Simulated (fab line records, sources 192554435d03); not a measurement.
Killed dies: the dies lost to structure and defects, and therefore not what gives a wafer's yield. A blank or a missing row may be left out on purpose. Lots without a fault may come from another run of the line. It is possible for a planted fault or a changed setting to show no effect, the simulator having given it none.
Which of the tools did it?	flow n5_finfet	Sampling: 24 lots, 72 wafers, 5 of 1938 route steps

== WHAT THE GAUGES SHOWED, per wafer ==
N5_BEOL_M11_CD_MEAS_35: the cd target is 70 nm.
lot	measured	on	cd_nm (nm)
L075	day 10 21:38	cd_sem-03	70.5 70.0 69.9
L076	day 10 22:28	cd_sem-02	69.5 70.1 69.3
L077	day 10 22:56	cd_sem-03	68.2 68.2 69.6
L074	day 11 10:15	cd_sem-03	69.4 68.8 69.3
L079	day 11 17:22	cd_sem-01	70.1 69.3 70.3
L078	day 11 17:25	cd_sem-03	70.0 69.8 70.8
L080	day 11 19:19	cd_sem-02	69.9 69.7 69.1
L081	day 12 01:17	cd_sem-03	70.5 70.9 70.5
L082	day 12 08:48	cd_sem-01	69.5 69.7 68.6
L083	day 12 21:47	cd_sem-01	68.8 68.9 70.7
L084	day 13 05:18	cd_sem-03	70.4 69.4 69.6
L086	day 13 13:44	cd_sem-02	70.7 69.2 69.0
L085	day 13 13:40	cd_sem-02	70.5 69.1 70.3
L087	day 14 00:17	cd_sem-01	69.7 70.3 69.9
L088	day 14 04:11	cd_sem-01	69.8 70.3 70.6
L089	day 14 05:46	cd_sem-02	69.2 70.4 69.5
L091	day 14 12:20	cd_sem-01	69.8 70.1 69.4
L090	day 15 00:10	cd_sem-03	71.4 69.9 70.3
L094	day 15 02:04	cd_sem-03	69.5 68.5 68.9
L092	day 15 01:12	cd_sem-03	70.3 70.2 69.9
L093	day 15 11:13	cd_sem-01	70.2 70.2 70.2
L095	day 15 13:34	cd_sem-03	68.6 68.7 69.6
L097	day 16 05:04	cd_sem-02	69.3 69.5 69.9
L096	day 16 05:16	cd_sem-01	70.0 70.3 70.0

== WHAT TOOL EACH LOT RAN ON (gives the tool, then ch and the chambers of the sampled wafers, and finally the start) ==
lot	N5_BEOL_M10_DEGAS_44	N5_BEOL_M11_HM_DEP_02	N5_BEOL_M11_ETCH_62	N5_BEOL_M11_STRIP_19
L075	pvd_sputter-03, day 10 13:40	pvd_sputter-02, day 10 18:07	rie_diel-02 ch 2,3, day 10 18:41	rie_diel-02 ch 1,2, day 10 18:59
L076	pvd_sputter-01, day 10 16:42	pvd_sputter-01, day 10 19:37	rie_diel-02 ch 1,3, day 10 20:17	rie_diel-02 ch 0,1,2, day 10 20:35
L077	pvd_sputter-01, day 10 16:49	pvd_sputter-01, day 10 19:49	rie_diel-01 ch 0,1,2, day 10 20:22	rie_diel-02 ch 1,3, day 10 20:40
L074	pvd_sputter-02, day 11 04:47	pvd_sputter-03, day 11 07:49	rie_diel-04 ch 0,1,2, day 11 08:34	rie_diel-01 ch 0,2,3, day 11 08:52
L079	pvd_sputter-01, day 11 08:01	pvd_sputter-01, day 11 13:31	rie_diel-04 ch 1,3, day 11 14:04	rie_diel-04 ch 0,1, day 11 14:22
L078	pvd_sputter-03, day 11 08:19	pvd_sputter-03, day 11 13:45	rie_diel-02 ch 2,3, day 11 14:25	rie_diel-02 ch 0,2,3, day 11 14:43
L080	pvd_sputter-03, day 11 11:01	pvd_sputter-01, day 11 17:02	rie_diel-04 ch 1,2, day 11 17:43	rie_diel-01 ch 1,3, day 11 18:01
L081	pvd_sputter-01, day 11 17:43	pvd_sputter-01, day 11 21:26	rie_diel-04 ch 0,2,3, day 11 22:22	rie_diel-02 ch 0,2, day 11 22:41
L082	pvd_sputter-03, day 12 02:56	pvd_sputter-03, day 12 06:26	rie_diel-02 ch 1,2,3, day 12 07:06	rie_diel-01 ch 1,2, day 12 07:24
L083	pvd_sputter-02, day 12 13:58	pvd_sputter-03, day 12 17:00	rie_diel-01 ch 0,1,3, day 12 18:16	rie_diel-01 ch 0,1,2, day 12 18:43
L084	pvd_sputter-02, day 12 22:08	pvd_sputter-01, day 13 01:02	rie_diel-04 ch 0,2,3, day 13 01:43	rie_diel-01 ch 0,2,3, day 13 02:01
L086	pvd_sputter-03, day 13 05:55	pvd_sputter-03, day 13 09:57	rie_diel-02 ch 1,2,3, day 13 10:55	rie_diel-01 ch 1,2, day 13 11:16
L085	pvd_sputter-03, day 13 07:02	pvd_sputter-03, day 13 10:17	rie_diel-04 ch 1,3, day 13 11:00	rie_diel-01 ch 0,1,2, day 13 11:23
L087	pvd_sputter-01, day 13 13:44	pvd_sputter-01, day 13 19:57	rie_diel-02 ch 1,2, day 13 20:34	rie_diel-04 ch 0,1,2, day 13 20:52
L088	pvd_sputter-02, day 13 21:35	pvd_sputter-01, day 14 02:08	rie_diel-02 ch 1,2,3, day 14 02:40	rie_diel-01 ch 1,2,3, day 14 02:58
L089	pvd_sputter-01, day 14 00:23	pvd_sputter-03, day 14 03:34	rie_diel-04 ch 0,1, day 14 04:14	rie_diel-01 ch 1,2, day 14 04:32
L091	pvd_sputter-01, day 14 06:25	pvd_sputter-02, day 14 09:40	rie_diel-02 ch 0,1,2, day 14 10:20	rie_diel-02 ch 0,1,2, day 14 10:39
L090	pvd_sputter-03, day 14 16:41	pvd_sputter-01, day 14 19:50	rie_diel-01 ch 1,2,3, day 14 20:30	rie_diel-01 ch 0,3, day 14 20:48
L094	pvd_sputter-02, day 14 19:11	pvd_sputter-01, day 14 22:24	rie_diel-04 ch 0,2, day 14 23:20	rie_diel-02 ch 1,2, day 14 23:38
L092	pvd_sputter-02, day 14 19:25	pvd_sputter-01, day 14 22:30	rie_diel-01 ch 0,3, day 14 23:20	rie_diel-02 ch 0,1, day 14 23:41
L093	pvd_sputter-01, day 15 00:34	pvd_sputter-02, day 15 05:07	rie_diel-04 ch 0,3, day 15 05:57	rie_diel-04 ch 0,1,3, day 15 06:20
L095	pvd_sputter-02, day 15 06:23	pvd_sputter-01, day 15 11:08	rie_diel-04 ch 0,1,2, day 15 11:40	rie_diel-02 ch 0,1, day 15 11:58
L097	pvd_sputter-03, day 15 22:13	pvd_sputter-01, day 16 01:38	rie_diel-02 ch 1,2,3, day 16 02:22	rie_diel-04 ch 0,1, day 16 02:40
L096	pvd_sputter-03, day 15 22:50	pvd_sputter-03, day 16 02:01	rie_diel-02 ch 1,3, day 16 02:58	rie_diel-01 ch 1,2, day 16 03:16
- N5_BEOL_M10_DEGAS_44: time 60 s.
- N5_BEOL_M11_HM_DEP_02: deposits TiN, target thk 20 nm.
- N5_BEOL_M11_ETCH_62: etches SOC in N2/H2, target depth 110 nm, overetch 22 nm, time 165 s.
- N5_BEOL_M11_STRIP_19: strips in O2.

== WHAT THE TOOLS THEMSELVES READ (means of the sampled wafers that have a number; where no wafer has one, the mark that the record gives instead) ==
N5_BEOL_M10_DEGAS_44.
lot	tool	heater_power_w (W)
L075	pvd_sputter-03	333
L076	pvd_sputter-01	317
L077	pvd_sputter-01	340
L074	pvd_sputter-02	327
L079	pvd_sputter-01	353
L078	pvd_sputter-03	313
L080	pvd_sputter-03	298
L081	pvd_sputter-01	328
L082	pvd_sputter-03	297
L083	pvd_sputter-02	338
L084	pvd_sputter-02	335
L086	pvd_sputter-03	342
L085	pvd_sputter-03	326
L087	pvd_sputter-01	316
L088	pvd_sputter-02	322
L089	pvd_sputter-01	322
L091	pvd_sputter-01	343
L090	pvd_sputter-03	318
L094	pvd_sputter-02	344
L092	pvd_sputter-02	324
L093	pvd_sputter-01	320
L095	pvd_sputter-02	335
L097	pvd_sputter-03	315
L096	pvd_sputter-03	311

N5_BEOL_M11_HM_DEP_02.
lot	tool	throttle_valve_pct (%)
L075	pvd_sputter-02	30.2
L076	pvd_sputter-01	29.3
L077	pvd_sputter-01	29.5
L074	pvd_sputter-03	29.6
L079	pvd_sputter-01	28.9
L078	pvd_sputter-03	29.9
L080	pvd_sputter-01	28.7
L081	pvd_sputter-01	28.8
L082	pvd_sputter-03	29.4
L083	pvd_sputter-03	30.0
L084	pvd_sputter-01	29.0
L086	pvd_sputter-03	30.0
L085	pvd_sputter-03	30.3
L087	pvd_sputter-01	29.5
L088	pvd_sputter-01	29.6
L089	pvd_sputter-03	29.8
L091	pvd_sputter-02	30.3
L090	pvd_sputter-01	29.1
L094	pvd_sputter-01	29.2
L092	pvd_sputter-01	29.7
L093	pvd_sputter-02	29.6
L095	pvd_sputter-01	29.1
L097	pvd_sputter-01	29.6
L096	pvd_sputter-03	29.9

N5_BEOL_M11_ETCH_62.
lot	tool	drypump_motor_current_A (A)	oes_product_au (a.u.)	rf_vpp_V (V)	showerhead_plenum_p_Torr (Torr)	throttle_valve_pct (%)
L075	rie_diel-02	6.1	0.69	526.1	2.62	17.75
L076	rie_diel-02	5.6	0.62	524.1	2.53	17.91
L077	rie_diel-01	6.1	0.69	522.6	2.50	17.68
L074	rie_diel-04	5.7	0.65	523.5	2.56	17.94
L079	rie_diel-04	5.6	0.70	524.0	2.55	17.84
L078	rie_diel-02	6.1	0.68	526.7	2.62	17.75
L080	rie_diel-04	5.2	0.68	523.5	2.55	17.89
L081	rie_diel-04	6.2	0.62	523.1	2.50	17.80
L082	rie_diel-02	5.8	0.64	524.7	2.57	17.84
L083	rie_diel-01	5.9	0.67	523.3	2.51	17.63
L084	rie_diel-04	6.2	0.62	522.6	2.49	17.82
L086	rie_diel-02	5.9	0.64	525.3	2.57	17.84
L085	rie_diel-04	5.5	0.68	523.2	2.54	17.87
L087	rie_diel-02	5.7	0.65	524.2	2.58	17.75
L088	rie_diel-02	5.9	0.63	523.8	2.57	17.86
L089	rie_diel-04	5.8	0.63	525.3	2.62	18.09
L091	rie_diel-02	5.7	0.69	525.4	2.61	17.80
L090	rie_diel-01	6.5	0.64	523.0	2.49	17.68
L094	rie_diel-04	6.0	0.60	524.4	2.56	18.02
L092	rie_diel-01	5.9	0.63	523.0	2.47	17.49
L093	rie_diel-04	6.4	0.62	521.9	2.48	17.81
L095	rie_diel-04	5.6	0.63	522.9	2.55	17.99
L097	rie_diel-02	5.9	0.62	524.4	2.56	17.88
L096	rie_diel-02	5.5	0.60	522.5	2.51	17.96

N5_BEOL_M11_STRIP_19.
lot	tool	drypump_motor_current_A (A)	oes_product_au (a.u.)	rf_vpp_V (V)	showerhead_plenum_p_Torr (Torr)	throttle_valve_pct (%)
L075	rie_diel-02	5.9	0.83	4.1	2.17	16.45
L076	rie_diel-02	5.7	0.84	3.6	2.14	16.50
L077	rie_diel-02	5.6	0.71	3.6	2.07	16.72
L074	rie_diel-01	6.1	0.79	3.7	2.05	16.43
L079	rie_diel-04	5.7	0.76	3.8	2.15	16.75
L078	rie_diel-02	5.9	0.81	3.5	2.15	16.73
L080	rie_diel-01	6.3	0.80	3.4	2.11	16.70
L081	rie_diel-02	6.0	0.87	4.1	2.19	16.49
L082	rie_diel-01	6.5	0.82	3.8	2.09	16.64
L083	rie_diel-01	6.1	0.82	3.7	2.06	16.53
L084	rie_diel-01	6.1	0.77	3.8	2.05	16.46
L086	rie_diel-01	6.5	0.80	3.1	2.08	16.66
L085	rie_diel-01	6.1	0.81	4.1	2.06	16.53
L087	rie_diel-04	5.6	0.74	4.0	2.10	16.76
L088	rie_diel-01	6.5	0.76	3.7	2.07	16.59
L089	rie_diel-01	6.7	0.78	3.5	2.05	16.53
L091	rie_diel-02	5.7	0.81	3.9	2.13	16.53
L090	rie_diel-01	5.5	0.78	3.2	2.05	16.50
L094	rie_diel-02	5.6	0.75	3.5	2.10	16.53
L092	rie_diel-02	5.5	0.77	3.5	2.08	16.57
L093	rie_diel-04	5.9	0.75	4.1	2.10	16.74
L095	rie_diel-02	5.5	0.81	3.8	2.10	16.59
L097	rie_diel-04	5.7	0.72	4.4	2.14	16.83
L096	rie_diel-01	6.7	0.77	3.3	2.04	16.55

== THE ANSWER, worked out from the rows above alone ==
Rule: what is usual is taken from the lots themselves. The widest of any qualifying gaps counts: lots, ordered by their means at a reading, are off when they make up no more than a third of the lots, leave a main group of 4 or more, and stand apart from it by 3 or more times the standard deviation of that group's means. A main group whose means are all the same, to the digits that the tables above print for the reading, isn't used. A lot without any number at a reading at which 4 lots or more have one is off too. Any other lot the step has rows for is counted as sound. Order of review: gauges by route order, followed by the tools' own readings, for which a lot's mean as printed above is used. At the first step where some lot is off, the reading lying furthest off is the one used; lots without a number count as furthest.
No lot is off on any of the readings shown, so nothing can be concluded from this.

== WHAT THE SIMULATOR HAD INSERTED ==
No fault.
